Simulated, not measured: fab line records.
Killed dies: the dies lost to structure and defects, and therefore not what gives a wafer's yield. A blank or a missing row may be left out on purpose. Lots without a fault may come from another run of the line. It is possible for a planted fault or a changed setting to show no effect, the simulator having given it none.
Shared-tool check || flow nand harc || Sample size 11 lots and 33 wafers

== REASON IT WAS OPENED ==
At NHARC_P_GATE_CD_MEAS_91 the reading cd nm is flagged on 1 of 11 lots. Fault-free wafers read 2001.3 nm, with a standard deviation of 1.9.
Rule: flag the lot when none of its wafers has a number, or when each of its wafers that has one lies beyond 4 standard deviations from that mean. All remaining lots are regarded as sound.

{"lot": "L284", "measured": "day 5 20:30", "on": "cd sem-03", "cd nm (nm), wafer by wafer": "2003.8 2003.4 2003.9", "flag": ""}
{"lot": "L285", "measured": "day 6 01:52", "on": "cd sem-02", "cd nm (nm), wafer by wafer": "2000.4 2002.5 2000.1", "flag": ""}
{"lot": "L287", "measured": "day 7 02:45", "on": "cd sem-03", "cd nm (nm), wafer by wafer": "1999.2 1999.3 1998.1", "flag": ""}
{"lot": "L292", "measured": "day 8 22:27", "on": "cd sem-01", "cd nm (nm), wafer by wafer": "1920.2 1918.6 1918.6", "flag": "FLAGGED"}
{"lot": "L300", "measured": "day 12 07:13", "on": "cd sem-03", "cd nm (nm), wafer by wafer": "2001.5 2000.9 2002.2", "flag": ""}
{"lot": "L301", "measured": "day 12 19:28", "on": "cd sem-01", "cd nm (nm), wafer by wafer": "2001.4 2003.4 2004.6", "flag": ""}
{"lot": "L302", "measured": "day 13 11:13", "on": "cd sem-03", "cd nm (nm), wafer by wafer": "2000.6 1999.4 1999.6", "flag": ""}
{"lot": "L303", "measured": "day 13 12:22", "on": "cd sem-03", "cd nm (nm), wafer by wafer": "2000.9 2001.7 2001.0", "flag": ""}
{"lot": "L304", "measured": "day 13 22:53", "on": "cd sem-02", "cd nm (nm), wafer by wafer": "2004.0 2002.1 2003.7", "flag": ""}
{"lot": "L305", "measured": "day 14 15:22", "on": "cd sem-02", "cd nm (nm), wafer by wafer": "2004.1 2005.9 2002.9", "flag": ""}
{"lot": "L307", "measured": "day 15 03:14", "on": "cd sem-03", "cd nm (nm), wafer by wafer": "2001.8 2002.5 2001.5", "flag": ""}
The mean of the flagged lots' numbers is 1919.1 nm, -82.2 nm from the usual (-43 standard deviations).

== LOT BY LOT: THE TOOL USED ==
3 process steps preceding the reading are held in the record, out of 1302 steps in the route. Read each cell as the tool, then ch plus the chambers that the sampled wafers visited, then the start.
{"lot": "L284", "flag": "", "NHARC_P_GATE_STRIP_108": "rie diel-11 ch 1,2,3, day 5 06:10", "NHARC_P_GATE_STRIP_101": "rie diel-11 ch 0,2, day 5 16:21", "NHARC_P_GATE_EXPOSE_88": "krf scanner-02 ch 0, day 5 20:20"}
{"lot": "L285", "flag": "", "NHARC_P_GATE_STRIP_108": "rie diel-11 ch 2,3, day 5 11:41", "NHARC_P_GATE_STRIP_101": "rie diel-11 ch 2,3, day 5 21:52", "NHARC_P_GATE_EXPOSE_88": "krf scanner-02 ch 0, day 6 01:43"}
{"lot": "L287", "flag": "", "NHARC_P_GATE_STRIP_108": "rie diel-04 ch 0,2,3, day 6 12:07", "NHARC_P_GATE_STRIP_101": "rie diel-11 ch 1,2,3, day 6 22:26", "NHARC_P_GATE_EXPOSE_88": "krf scanner-02 ch 0, day 7 02:35"}
{"lot": "L292", "flag": "FLAGGED", "NHARC_P_GATE_STRIP_108": "rie diel-06 ch 1,2, day 8 07:37", "NHARC_P_GATE_STRIP_101": "rie diel-11 ch 1,2,3, day 8 18:19", "NHARC_P_GATE_EXPOSE_88": "krf scanner-01 ch 0, day 8 22:17"}
{"lot": "L300", "flag": "", "NHARC_P_GATE_STRIP_108": "rie diel-04 ch 0,2,3, day 11 16:34", "NHARC_P_GATE_STRIP_101": "rie diel-06 ch 0,2,3, day 12 02:46", "NHARC_P_GATE_EXPOSE_88": "krf scanner-01 ch 0, day 12 07:03"}
{"lot": "L301", "flag": "", "NHARC_P_GATE_STRIP_108": "rie diel-06 ch 0,1,3, day 12 04:54", "NHARC_P_GATE_STRIP_101": "rie diel-06 ch 1,2,3, day 12 15:01", "NHARC_P_GATE_EXPOSE_88": "krf scanner-02 ch 0, day 12 19:19"}
{"lot": "L302", "flag": "", "NHARC_P_GATE_STRIP_108": "rie diel-11 ch 0,2,3, day 12 13:02", "NHARC_P_GATE_STRIP_101": "rie diel-04 ch 1,2,3, day 13 01:17", "NHARC_P_GATE_EXPOSE_88": "krf scanner-01 ch 0, day 13 11:04"}
{"lot": "L303", "flag": "", "NHARC_P_GATE_STRIP_108": "rie diel-11 ch 0,3, day 12 20:43", "NHARC_P_GATE_STRIP_101": "rie diel-06 ch 1,2,3, day 13 06:58", "NHARC_P_GATE_EXPOSE_88": "krf scanner-01 ch 0, day 13 12:13"}
{"lot": "L304", "flag": "", "NHARC_P_GATE_STRIP_108": "rie diel-06 ch 0,3, day 13 08:35", "NHARC_P_GATE_STRIP_101": "rie diel-11 ch 1,2, day 13 18:50", "NHARC_P_GATE_EXPOSE_88": "krf scanner-01 ch 0, day 13 22:44"}
{"lot": "L305", "flag": "", "NHARC_P_GATE_STRIP_108": "rie diel-11 ch 0,2,3, day 13 22:34", "NHARC_P_GATE_STRIP_101": "rie diel-11 ch 0,2, day 14 10:58", "NHARC_P_GATE_EXPOSE_88": "krf scanner-01 ch 0, day 14 15:12"}
{"lot": "L307", "flag": "", "NHARC_P_GATE_STRIP_108": "rie diel-04 ch 0,1,3, day 14 12:41", "NHARC_P_GATE_STRIP_101": "rie diel-11 ch 0,3, day 14 22:55", "NHARC_P_GATE_EXPOSE_88": "krf scanner-03 ch 0, day 15 03:05"}
These steps, and what they do:
- NHARC_P_GATE_STRIP_108: strips in O2.
- NHARC_P_GATE_STRIP_101: strips in O2, time 20 s.
- NHARC_P_GATE_EXPOSE_88: exposes mask P HVN, target cd 2000 nm.
- NHARC_P_GATE_CD_MEAS_91: target cd 2000 nm.

== FLAGGED OVER TOTAL, TOOL BY TOOL (the gauges that took the reading come last) ==
{"step": "NHARC_P_GATE_STRIP_108", "tool": "rie diel-04", "lots run": 3, "flagged": 0, "share of the flagged lots": "none", "sound lots run after its first flagged lot": "-"}
{"step": "NHARC_P_GATE_STRIP_108", "tool": "rie diel-06", "lots run": 3, "flagged": 1, "share of the flagged lots": "all", "sound lots run after its first flagged lot": "2 (L301,L304)"}
{"step": "NHARC_P_GATE_STRIP_108", "tool": "rie diel-11", "lots run": 5, "flagged": 0, "share of the flagged lots": "none", "sound lots run after its first flagged lot": "-"}
{"step": "NHARC_P_GATE_STRIP_101", "tool": "rie diel-04", "lots run": 1, "flagged": 0, "share of the flagged lots": "none", "sound lots run after its first flagged lot": "-"}
{"step": "NHARC_P_GATE_STRIP_101", "tool": "rie diel-06", "lots run": 3, "flagged": 0, "share of the flagged lots": "none", "sound lots run after its first flagged lot": "-"}
{"step": "NHARC_P_GATE_STRIP_101", "tool": "rie diel-11", "lots run": 7, "flagged": 1, "share of the flagged lots": "all", "sound lots run after its first flagged lot": "3 (L304,L305,L307)"}
{"step": "NHARC_P_GATE_EXPOSE_88", "tool": "krf scanner-01", "lots run": 6, "flagged": 1, "share of the flagged lots": "all", "sound lots run after its first flagged lot": "5 (L300,L302,L303,L304,L305)"}
{"step": "NHARC_P_GATE_EXPOSE_88", "tool": "krf scanner-02", "lots run": 4, "flagged": 0, "share of the flagged lots": "none", "sound lots run after its first flagged lot": "-"}
{"step": "NHARC_P_GATE_EXPOSE_88", "tool": "krf scanner-03", "lots run": 1, "flagged": 0, "share of the flagged lots": "none", "sound lots run after its first flagged lot": "-"}
{"step": "NHARC_P_GATE_CD_MEAS_91", "tool": "cd sem-01", "lots run": 2, "flagged": 1, "share of the flagged lots": "all", "sound lots run after its first flagged lot": "1 (L301)"}
{"step": "NHARC_P_GATE_CD_MEAS_91", "tool": "cd sem-02", "lots run": 3, "flagged": 0, "share of the flagged lots": "none", "sound lots run after its first flagged lot": "-"}
{"step": "NHARC_P_GATE_CD_MEAS_91", "tool": "cd sem-03", "lots run": 6, "flagged": 0, "share of the flagged lots": "none", "sound lots run after its first flagged lot": "-"}

== THE TABLE: WHAT IT ALLOWS ==
4 rows of the table ran every flagged lot: rie diel-06 at NHARC_P_GATE_STRIP_108, rie diel-11 at NHARC_P_GATE_STRIP_101, krf scanner-01 at NHARC_P_GATE_EXPOSE_88, cd sem-01 at NHARC_P_GATE_CD_MEAS_91.
- rie diel-06 at NHARC_P_GATE_STRIP_108 ran 3 lots, 1 of them flagged. Sound lots followed the first flagged one (L301, L304) on it, something a lasting fault affecting the whole tool could not allow.
- rie diel-11 at NHARC_P_GATE_STRIP_101 ran 7 lots, 1 of them flagged. Sound lots followed the first flagged one (L304, L305, L307) on it, something a lasting fault affecting the whole tool could not allow.
- krf scanner-01 at NHARC_P_GATE_EXPOSE_88 ran 6 lots, 1 of them flagged. Sound lots followed the first flagged one (L300, L302, L303, L304, L305) on it, something a lasting fault affecting the whole tool could not allow.
- cd sem-01 at NHARC_P_GATE_CD_MEAS_91 ran 2 lots, 1 of them flagged. Sound lots followed the first flagged one (L301) on it, something a lasting fault affecting the whole tool could not allow.
No row of the table ran every flagged lot and no sound lot after the first.

== WHAT WAS PUT IN BY THE SIMULATOR ==
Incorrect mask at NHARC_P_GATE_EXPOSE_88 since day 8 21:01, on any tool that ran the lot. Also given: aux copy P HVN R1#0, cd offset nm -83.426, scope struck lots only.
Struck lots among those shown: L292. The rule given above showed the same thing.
